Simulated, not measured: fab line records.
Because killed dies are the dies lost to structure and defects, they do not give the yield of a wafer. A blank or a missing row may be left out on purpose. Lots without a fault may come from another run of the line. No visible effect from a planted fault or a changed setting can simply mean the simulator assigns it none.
fab line records -- flow n5Finfet
[record] lots = 7, wafers = 21
route steps=1938 shown BEOL_M14@1762 BEOL_M15@1820 TV_LITHO@1886 PASSIVATION@1923
startH: hours from the record's first day to the start of the lot's first wafer shown -- waitH: hours elapsed since this lot's preceding step -- " the same as in the row above -- L1.1+2: a single row standing in for several wafers -- - either no value or no given start -- * or withheld: withheld -- < > ~ a bound
route shown NAME@n: NAME is a module with steps in the file, n the number in the route of the first one -- usual: the fault-free wafers' mean and standard deviation -- same: alike in all rows -- chamber/n: place in a boat -- sites: per-site readings -- _std_site: standard deviation across them -- _edge_site: the outer-site mean with the inner-site mean subtracted -- radiusMm: how far each site lies from the wafer's centre -- mask NAME#n: copy n -- behind: the most recent tool/chamber to have shaped the wafer -- hold: why the lot was held/for how many hours/how that ended -- device: the n, p or np transistor that did not switch -- end of line: tests run on the same wafers once the route is complete -- a step with no rows: only its recipe -- killed: at the first sort, the dies lost to defects and structure; wafer yield is something else -- map: a wafer's dies, x killed, . not, _ none there
set.NAME: setting as actually run; set.NAME@STEP: the setting as run at that earlier step -- model.NAME: the simulator's own value behind a step, which no gauge read
lots with deliberately changed settings; one table per step, one row per wafer
[[steps]]
[step N5_BEOL_M14_SPUTTER_43]
[recipe] material = TaN, targetThkA = 150, tempC = 50, biasV = 168.6, powerW = 15000, chamberPressurePa = 0.12, timeS = 24.19
lot.wafer,tool,chamber,startH,waitH,set.powerW,model.TaN_of_BEOL_M14_SPUTTER_43.thkNm
L075.2+5,pvdSputter-03,-,268.05,0.0,17560,17.8
L075.6,pvdSputter-03,-,268.05,0.0,15000,15.2
L076.2+5,pvdSputter-03,-,282.19,0.0,15000,15
L076.6,pvdSputter-03,-,282.19,0.0,15000,15.4
L078.1,pvdSputter-03,-,298.68,0.0,17510,17.8
L078.3,pvdSputter-03,-,298.68,0.0,17510,17.4
L078.6,pvdSputter-03,-,298.68,0.0,17510,17.6
L081.1+4,pvdSputter-03,-,323.43,0.0,15000,15.4
L081.6,pvdSputter-03,-,323.43,0.0,15000,15.2
L085.1,pvdSputter-02,-,362.85,0.0,13090,13.4
L085.3,pvdSputter-02,-,362.85,0.0,15000,15.2
L085.6,pvdSputter-02,-,362.85,0.0,13090,13.6
L096.1+4,pvdSputter-01,-,423.26,0.0,15000,14.8
L096.3,pvdSputter-01,-,423.26,0.0,16200,16.2
L097.2+6,pvdSputter-03,-,441.58,0.0,15000,15
L097.3,pvdSputter-03,-,441.58,0.0,15000,15.2
[step N5_BEOL_M14_DEP_53]
[recipe] material = SiCN, targetThkA = 500, tempC = withheld, precursor = 3MS/NH3, pressureTorr = 3, rfW = 675, timeS = 17.8
lot.wafer,tool,chamber,startH,waitH,set.timeS,model.SiCN_of_BEOL_M14_DEP_53.thkNm
L075.2,pecvd-02,0,269.30,0.0,17.8,49.8
L075.5,pecvd-02,0,269.30,0.0,19.87,56
L075.6,pecvd-02,1,269.30,0.0,19.87,55.8
L076.2+5,pecvd-03,0,283.33,0.0,17.8,49.4
L076.6,pecvd-03,2,283.33,0.0,17.8,50.8
L078.1,pecvd-02,1,299.80,0.0,17.8,50.4
L078.3,pecvd-02,0,299.80,0.0,19.21,53.6
L078.6,pecvd-02,2,299.80,0.0,19.21,54.6
L081.1,pecvd-01,1,324.65,0.0,17.8,49.4
L081.4,pecvd-01,1,324.65,0.0,17.13,48
L081.6,pecvd-01,0,324.65,0.0,17.8,50.6
L085.1,pecvd-03,0,363.97,0.0,17.8,48.4
L085.3,pecvd-03,2,363.97,0.0,20.23,55.2
L085.6,pecvd-03,2,363.97,0.0,20.23,57.2
L096.1,pecvd-02,0,424.70,0.0,17.8,50.2
L096.3,pecvd-02,2,424.70,0.0,16.42,46
L096.4,pecvd-02,1,424.70,0.0,16.42,47.8
L097.2,pecvd-03,2,442.70,0.0,17.8,50.6
L097.3,pecvd-03,0,442.70,0.0,17.8,49
L097.6,pecvd-03,2,442.70,0.0,18.96,54.4
[step N5_BEOL_M15_SPUTTER_44]
[recipe] material = Ta, targetThkA = 150, tempC = 50, biasV = 80, powerW = 15000, chamberPressurePa = 0.07, timeS = 24.19
lot.wafer,tool,chamber,startH,waitH,set.powerW,model.Ta_of_BEOL_M15_SPUTTER_44.thkNm
L075.2+5,pvdSputter-01,-,275.83,0.0,15000,15
L075.6,pvdSputter-01,-,275.83,0.0,13290,13.4
L076.2,pvdSputter-01,-,288.91,0.0,15000,15.2
L076.5,pvdSputter-01,-,288.91,0.0,15000,15
L076.6,pvdSputter-01,-,288.91,0.0,15000,14.6
L078.1,pvdSputter-03,-,303.84,0.0,15000,15
L078.3,pvdSputter-03,-,303.84,0.0,15000,14.8
L078.6,pvdSputter-03,-,303.84,0.0,15000,15.2
L081.1+4,pvdSputter-03,-,329.71,0.0,16890,16.8
L081.6,pvdSputter-03,-,329.71,0.0,15000,14.8
L085.1+6,pvdSputter-03,-,372.19,0.0,15000,14.8
L085.3,pvdSputter-03,-,372.19,0.0,15000,15
L096.1+3,pvdSputter-03,-,430.83,0.0,16130,16.2
L096.4,pvdSputter-03,-,430.83,0.0,15000,15
L097.2,pvdSputter-03,-,449.54,0.0,15000,14.8
L097.3,pvdSputter-03,-,449.54,0.0,13350,13.2
L097.6,pvdSputter-03,-,449.54,0.0,15000,14.6
[step N5_PASSIVATION_DESCUM_12]
[recipe] chemistry = O2, timeS = 7.9, sourcePowerW = 50, biasPowerW = 20, pressureMtorr = 20, rfFrequencyHz = 2.712e+07, tempC = 40, o2FlowSccm = 225
lot.wafer,tool,chamber,startH,waitH,set.timeS
L075.2+5+6,rieDiel-06,"3,2,0",284.59,0.1,7.9
L076.2+5+6,rieDiel-06,"2,3,2",301.10,0.1,7.9
L078.1+3,rieDiel-05,"3,0",313.59,0.0,7.9
L078.6,rieDiel-05,3,313.59,0.0,8.92
L081.1+4+6,rieDiel-02,"2,3,3",335.99,0.0,7.9
L085.1+3,rieDiel-06,"2,3",383.26,0.1,7.9
L085.6,rieDiel-06,3,383.26,0.1,9.343
L096.1+3,rieDiel-06,"1,0",438.38,0.0,9.57
L096.4,rieDiel-06,3,438.38,0.0,7.9
L097.2+3,rieDiel-05,"2,3",457.77,0.1,8.582
L097.6,rieDiel-05,3,457.77,0.1,7.9
[step N5_PASSIVATION_DEVELOP_43]
[recipe] developTimeS = 60, rinseLiquid = diw, dry = airSpin, devTempC = 21
lot.wafer,tool,chamber,startH,waitH,set.developTimeS
L075.2+6,lithoTrack-01,0,-,-,48.62
L075.5,lithoTrack-01,0,-,-,60
L076.2+5+6,lithoTrack-02,0,-,-,60
L078.1,lithoTrack-01,0,-,-,60
L078.3+6,lithoTrack-01,0,-,-,72.98
L081.1+4+6,lithoTrack-05,0,-,-,60
L085.1+6,lithoTrack-05,0,-,-,60
L085.3,lithoTrack-05,0,-,-,65.14
L096.1+4,lithoTrack-05,0,-,-,72.85
L096.3,lithoTrack-05,0,-,-,60
L097.2+6,lithoTrack-05,0,-,-,65.51
L097.3,lithoTrack-05,0,-,-,60
[step N5_PASSIVATION_HARDBAKE_45]
[recipe] tempC = 130, timeS = 120
[step N5_PASSIVATION_CD_MEAS_44]
[recipe] targetCdNm = 40000, landingEnergyEv = 500, detector = seInlens
[usual] cdNm = 40001/4.1
lot.wafer,tool,chamber,startH,waitH,set.developTimeS@PASSIVATION_DEVELOP_43,cdNm
L075.2,cdSem-02,0,288.12,-,48.62,39986
L075.5,cdSem-02,0,288.12,-,60,39995
L075.6,cdSem-02,0,288.12,-,48.62,39986
L076.2,cdSem-02,0,304.52,-,60,39997
L076.5,cdSem-02,0,304.52,-,60,39998
L076.6,cdSem-02,0,304.52,-,60,40000
L078.1,cdSem-02,0,317.04,-,60,40004
L078.3,cdSem-02,0,317.04,-,72.98,40015
L078.6,cdSem-02,0,317.04,-,72.98,40013
L081.1,cdSem-01,0,341.77,-,60,39999
L081.4,cdSem-01,0,341.77,-,60,40004
L081.6,cdSem-01,0,341.77,-,60,39999
L085.1,cdSem-03,0,387.46,-,60,39997
L085.3,cdSem-03,0,387.46,-,65.14,40001
L085.6,cdSem-03,0,387.46,-,60,40001
L096.1,cdSem-02,0,441.77,-,72.85,40015
L096.3,cdSem-02,0,441.77,-,60,39999
L096.4,cdSem-02,0,441.77,-,72.85,40009
L097.2,cdSem-01,0,461.81,-,65.51,40009
L097.3,cdSem-01,0,461.81,-,60,40004
L097.6,cdSem-01,0,461.81,-,65.51,40004
[step N5_PASSIVATION_STRIP_48]
[recipe] chemistry = O2, powerW = 600, tempC = 60, pressureMtorr = 30, rfFrequencyHz = 6e+07, biasPowerW = 0, overashFraction = 0.5, o2FlowSccm = 225
lot.wafer,tool,chamber,startH,waitH,set.tempC
L075.2+6,rieDiel-04,"3,0",288.76,0.1,62.68
L075.5,rieDiel-04,3,288.76,0.1,60
L076.2+5+6,rieDiel-04,"1,3,2",305.30,0.1,60
L078.1,rieDiel-04,2,317.86,0.1,62.55
L078.3+6,rieDiel-04,0,317.86,0.1,60
L081.1,rieDiel-03,2,342.41,0.1,63.13
L081.4+6,rieDiel-03,"0,3",342.41,0.1,60
L085.1+6,rieDiel-01,1,388.10,0.1,60
L085.3,rieDiel-01,2,388.10,0.1,63.65
L096.1+3+4,rieDiel-01,"3,2,1",442.42,0.1,62.68
L097.2,rieDiel-04,1,462.57,0.1,60
L097.3+6,rieDiel-04,"0,2",462.57,0.1,58.97
[step N5_PASSIVATION_STRIP_52]
[recipe] chemistry = postEtchResidueRemover, timeS = 1200, tempC = 72.5
[step N5_PASSIVATION_CLEAN_71]
[recipe] chemistry = IPA, timeS = 180, tempC = 25
[step N5_PASSIVATION_SRD_72]
[recipe] dry = ipaMarangoni, timeS = 30, tempC = 23, rinseLiquid = diw
[step N5_PASSIVATION_ANNEAL_56]
[recipe] tempC = 400, timeS = 1800, ambient = FGA, idleTempC = 300, rampUpCPerMin = 5, rampDownCPerMin = 3
[step N5_PASSIVATION_PROBE_49]
[usual] defectLimitedYield = 91.0/1.5, killed_at_M0_to_M3 = 35/11, killed_at_M4_up = 13/5, killedAtContacts = 12/5.9, killedAtFrontEnd = 42/13, killedAtOther = 3/3.2, killedDies = 106/18, killedOpen = 69/13, killedShort = 35/8.9, sort_bin_5_function = 5.2/0.95, sort_bin_6_memory = 3.3/0.71, sort_bin_8_speed = 0.00/0.016, sortNPass = 1074/18
[same] grossDies = 1180, killedAtBackSide = 0, sort_bin_4_leakage[%] = 0
lot.wafer,tool,chamber,startH,waitH,set.timeS@PASSIVATION_DESCUM_12,defectLimitedYield[%],killed_at_M0_to_M3,killed_at_M4_up,killedAtContacts,killedAtFrontEnd,killedAtOther,killedDies,killedOpen,killedShort,sort_bin_5_function[%],sort_bin_6_memory[%],sort_bin_8_speed[%],sortNPass
L075.2,prober-01,-,291.30,0.1,7.9,28.5,748,21,21,51,3,844,80,44,48.2,18.8,0,336
L075.5,prober-01,-,291.45,0.2,7.9,28.5,729,19,13,79,4,844,87,51,45.6,20.5,0,336
L075.6,prober-01,-,291.50,0.3,7.9,29.8,742,12,12,50,12,828,73,51,46.3,18.1,0,352
L076.2,prober-02,-,307.84,0.1,7.9,89.0,46,25,13,46,0,130,89,39,6.5,4.2,0,1050
L076.5,prober-02,-,307.99,0.2,7.9,88.5,40,24,32,37,3,136,97,34,7.1,4.1,0,1044
L076.6,prober-02,-,308.04,0.3,7.9,88.3,42,19,23,46,8,138,89,47,6.4,4.7,0,1042
L078.1,prober-01,-,320.38,0.0,7.9,90.8,31,7,12,52,7,109,68,31,4.9,3.2,0,1071
L078.3,prober-01,-,320.48,0.1,7.9,91.8,32,16,18,31,0,97,65,32,4.3,3.5,0,1083
L078.6,prober-01,-,320.63,0.3,8.92,45.0,569,12,8,59,1,649,73,44,31.4,19.3,0.17,531
L081.1,prober-01,-,344.90,0.0,7.9,91.3,32,17,19,29,6,103,60,22,4.8,3.1,0,1077
L081.4,prober-01,-,345.05,0.2,7.9,90.5,37,15,12,47,1,112,60,49,5.3,3.8,0,1068
L081.6,prober-01,-,345.15,0.3,7.9,90.8,44,16,8,38,2,108,59,29,5.9,2.6,0.25,1072
L085.1,prober-02,-,390.60,0.0,7.9,90.3,28,15,15,56,0,114,84,27,5.2,4.1,0.25,1066
L085.3,prober-02,-,390.70,0.1,7.9,89.0,40,9,5,75,1,130,96,33,6.4,4.0,0,1050
L085.6,prober-02,-,390.85,0.3,9.343,81.4,130,11,15,63,1,220,95,34,10.6,7.6,0.17,958
L096.1,prober-02,-,444.91,0.0,9.57,74.0,80,8,177,37,5,307,81,47,14.7,9.5,0,873
L096.3,prober-02,-,445.01,0.1,9.57,88.0,63,16,15,46,2,142,90,48,7.7,4.0,0,1038
L096.4,prober-02,-,445.06,0.2,7.9,88.7,71,9,16,37,0,133,61,43,5.7,4.0,0,1047
L097.2,prober-02,-,465.13,0.1,8.582,92.5,27,8,13,39,1,88,53,31,4.0,3.1,0,1092
L097.3,prober-02,-,465.18,0.1,8.582,93.3,30,12,17,20,0,79,51,25,4.7,1.6,0,1101
L097.6,prober-02,-,465.33,0.3,7.9,93.1,44,3,12,23,0,82,54,25,3.4,2.9,0,1098
// killed by level:class
L075.2 BEOL_M3:areaExpose=714 MOL_CONTACT_COAG:geometricParticle:open=14 FIN_SAQP:geometricParticle:short=12 STI_FIN_REVEAL:geometricParticle:open=10 BEOL_M4:geometricParticle:open=9 BEOL_M0_SAQP:geometricParticle:open=8 BEOL_M0_SAQP:geometricParticle:short=8 MOL_CONTACT_COAG:geometricParticle:short=7
L075.5 BEOL_M3:areaExpose=703 FIN_SAQP:geometricParticle:open=28 FIN_SAQP:geometricParticle:short=17 STI_FIN_REVEAL:geometricParticle:open=11 MOL_CONTACT_COAG:geometricParticle:open=11 BEOL_M0_SAQP:geometricParticle:open=11 BEOL_M0_SAQP:geometricParticle:short=8 BEOL_M5:geometricParticle:open=7
L075.6 BEOL_M3:areaExpose=700 FIN_SAQP:geometricParticle:short=19 FIN_SAQP:geometricParticle:open=14 BEOL_M2:geometricParticle:open=14 MOL_CONTACT_COAG:geometricParticle:open=10 BEOL_M0_SAQP:geometricParticle:short=7 BEOL_M1:geometricParticle:open=6 STI_FIN_REVEAL:geometricParticle:open=5
L076.2 FIN_SAQP:geometricParticle:open=16 BEOL_M4:geometricParticle:open=12 BEOL_M0_SAQP:geometricParticle:short=10 BEOL_M1:geometricParticle:open=10 BEOL_M2:geometricParticle:open=10 MOL_CONTACT_COAG:geometricParticle:open=9 FIN_SAQP:geometricParticle:short=8 BEOL_M5:geometricParticle:open=6
L076.5 MOL_CONTACT_COAG:geometricParticle:open=26 FIN_SAQP:geometricParticle:open=12 BEOL_M2:geometricParticle:open=10 BEOL_M0_SAQP:geometricParticle:open=7 MOL_CONTACT_COAG:geometricParticle:short=6 BEOL_M0:geometricParticle:open=6 BEOL_M5:geometricParticle:open=6 DUMMY_GATE:geometricParticle:open=5
L076.6 MOL_CONTACT_COAG:geometricParticle:open=17 FIN_SAQP:geometricParticle:open=15 BEOL_M0_SAQP:geometricParticle:short=13 FIN_SAQP:geometricParticle:short=8 BEOL_M2:geometricParticle:open=8 MOL_CONTACT_COAG:geometricParticle:short=6 DUMMY_GATE:geometricParticle:open=5 BEOL_M3:geometricParticle:open=5
L078.1 STI_FIN_REVEAL:geometricParticle:open=13 MOL_CONTACT_COAG:geometricParticle:open=10 HKMG_FIN:areaEtch=10 FIN_SAQP:geometricParticle:short=8 BEOL_M2:geometricParticle:open=8 BEOL_M3:geometricParticle:open=8 GATE_CUT:geometricParticle:short=5 BEOL_M0_SAQP:geometricParticle:open=5
L078.3 MOL_CONTACT_COAG:geometricParticle:open=15 BEOL_M4:geometricParticle:open=9 BEOL_M3:geometricParticle:open=8 FIN_SAQP:geometricParticle:open=7 GATE_CUT:geometricParticle:short=5 BEOL_M1:geometricParticle:open=5 BEOL_M2:geometricParticle:open=5 BEOL_M2:geometricParticle:short=5
L078.6 BEOL_M3:areaExpose=528 FIN_SAQP:geometricParticle:short=14 BEOL_M2:geometricParticle:open=12 FIN_SAQP:geometricParticle:open=11 STI_FIN_REVEAL:geometricParticle:open=9 BEOL_M0_SAQP:geometricParticle:short=8 MOL_CONTACT_COAG:geometricParticle:open=7 BEOL_M3:geometricParticle:open=6
L081.1 MOL_CONTACT_COAG:geometricParticle:open=18 BEOL_M3:areaExpose=17 BEOL_M4:geometricParticle:open=9 FIN_SAQP:geometricParticle:open=5 STI_FIN_REVEAL:geometricParticle:open=5 GATE_CUT:geometricParticle:open=5 BEOL_M0_SAQP:geometricParticle:open=5 GATE_CUT:geometricParticle:short=4
L081.4 BEOL_M0_SAQP:geometricParticle:short=17 STI_FIN_REVEAL:geometricParticle:open=11 GATE_CUT:geometricParticle:short=11 MOL_CONTACT_COAG:geometricParticle:open=10 BEOL_M4:geometricParticle:open=6 GATE_CUT:geometricParticle:open=5 BEOL_M3:geometricParticle:open=5 FIN_SAQP:geometricParticle:short=4
L081.6 BEOL_M3:areaExpose=14 BEOL_M2:geometricParticle:open=10 FIN_SAQP:geometricParticle:short=7 STI_FIN_REVEAL:geometricParticle:open=7 GATE_CUT:geometricParticle:short=7 MOL_CONTACT_COAG:geometricParticle:open=7 FIN_SAQP:geometricParticle:open=5 BEOL_M6:geometricParticle:open=5
L085.1 STI_FIN_REVEAL:geometricParticle:open=23 MOL_CONTACT_COAG:geometricParticle:open=15 BEOL_M2:geometricParticle:open=8 BEOL_M1:geometricParticle:open=7 GATE_CUT:geometricParticle:open=5 BEOL_M3:geometricParticle:open=5 FIN_SAQP:geometricParticle:open=4 FIN_SAQP:geometricParticle:short=4
L085.3 STI_FIN_REVEAL:geometricParticle:open=27 BEOL_M2:geometricParticle:open=12 FIN_SAQP:geometricParticle:short=11 BEOL_M0_SAQP:geometricParticle:open=10 DUMMY_GATE:geometricParticle:open=8 GATE_CUT:geometricParticle:short=7 BEOL_M3:geometricParticle:open=6 GATE_CUT:geometricParticle:open=5
L085.6 BEOL_M3:areaExpose=91 STI_FIN_REVEAL:geometricParticle:open=30 MOL_CONTACT_COAG:geometricParticle:open=10 BEOL_M1:geometricParticle:open=10 DUMMY_GATE:geometricParticle:open=9 BEOL_M2:geometricParticle:open=9 BEOL_M3:geometricParticle:open=9 FIN_SAQP:geometricParticle:short=7
L096.1 MOL_CONTACT_COAG:areaExpose=164 BEOL_M0_SAQP:geometricParticle:open=20 BEOL_M0_SAQP:geometricParticle:short=13 MOL_CONTACT_COAG:geometricParticle:open=11 BEOL_M2:geometricParticle:open=11 STI_FIN_REVEAL:geometricParticle:open=10 BEOL_M1:geometricParticle:open=10 BEOL_M3:areaExpose=10
L096.3 BEOL_M0_SAQP:geometricParticle:short=23 STI_FIN_REVEAL:geometricParticle:open=21 BEOL_M1:geometricParticle:open=16 MOL_CONTACT_COAG:geometricParticle:open=13 BEOL_M0_SAQP:geometricParticle:open=11 BEOL_M4:geometricParticle:open=7 FIN_SAQP:geometricParticle:open=5 BEOL_M3:geometricParticle:open=5
L096.4 BEOL_M3:areaExpose=18 BEOL_M0_SAQP:geometricParticle:short=17 MOL_CONTACT_COAG:geometricParticle:open=13 BEOL_M0_SAQP:geometricParticle:open=13 BEOL_M1:geometricParticle:open=7 HKMG_FIN:areaEtch=6 FIN_SAQP:geometricParticle:short=5 FIN_SAQP:geometricParticle:open=5
L097.2 FIN_SAQP:geometricParticle:open=13 FIN_SAQP:geometricParticle:short=12 MOL_CONTACT_COAG:geometricParticle:open=11 BEOL_M1:geometricParticle:open=6 GATE_CUT:geometricParticle:short=4 BEOL_M0_SAQP:geometricParticle:open=4 BEOL_M0_SAQP:geometricParticle:short=4 BEOL_M3:geometricParticle:open=4
L097.3 MOL_CONTACT_COAG:geometricParticle:open=13 BEOL_M2:geometricParticle:open=6 BEOL_M2:geometricParticle:short=6 FIN_SAQP:geometricParticle:short=5 MOL_CONTACT_COAG:geometricParticle:short=4 BEOL_M0_SAQP:geometricParticle:short=4 BEOL_M4:geometricParticle:open=4 FIN_SAQP:geometricParticle:open=3
L097.6 BEOL_M2:geometricParticle:open=12 MOL_CONTACT_COAG:geometricParticle:open=11 BEOL_M3:geometricParticle:open=7 BEOL_M0_SAQP:geometricParticle:short=6 FIN_SAQP:geometricParticle:short=5 BEOL_M0_SAQP:geometricParticle:open=5 BEOL_M0:geometricParticle:open=5 GATE_CUT:geometricParticle:short=4
[[key]]
[split] step = N5_BEOL_M14_SPUTTER_43, setting = powerW, stated = 15000, by = wafer
[response] step = N5_BEOL_M14_SPUTTER_43, reading = model.TaN_of_BEOL_M14_SPUTTER_43.thkNm, change = +0.149, per = 1%, r = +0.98
[split] step = N5_BEOL_M14_DEP_53, setting = timeS, stated = 17.8, by = wafer
[response] step = N5_BEOL_M14_DEP_53, reading = model.SiCN_of_BEOL_M14_DEP_53.thkNm, change = +0.538, per = 1%, r = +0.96
[split] step = N5_BEOL_M15_SPUTTER_44, setting = powerW, stated = 15000, by = wafer
[response] step = N5_BEOL_M15_SPUTTER_44, reading = model.Ta_of_BEOL_M15_SPUTTER_44.thkNm, change = +0.148, per = 1%, r = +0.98
[split] step = N5_PASSIVATION_DESCUM_12, setting = timeS, stated = 7.9, by = wafer
[response] step = N5_PASSIVATION_PROBE_49, reading = killed_at_M0_to_M3, shape = bent, atLowest = 180, atStated = 180, atHighest = 72
[split] step = N5_PASSIVATION_DEVELOP_43, setting = developTimeS, stated = 60, by = wafer
[response] step = N5_PASSIVATION_CD_MEAS_44, reading = cdNm, change = +0.489, per = 1%, r = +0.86
[split] step = N5_PASSIVATION_STRIP_48, setting = tempC, stated = 60, by = wafer
response none clear
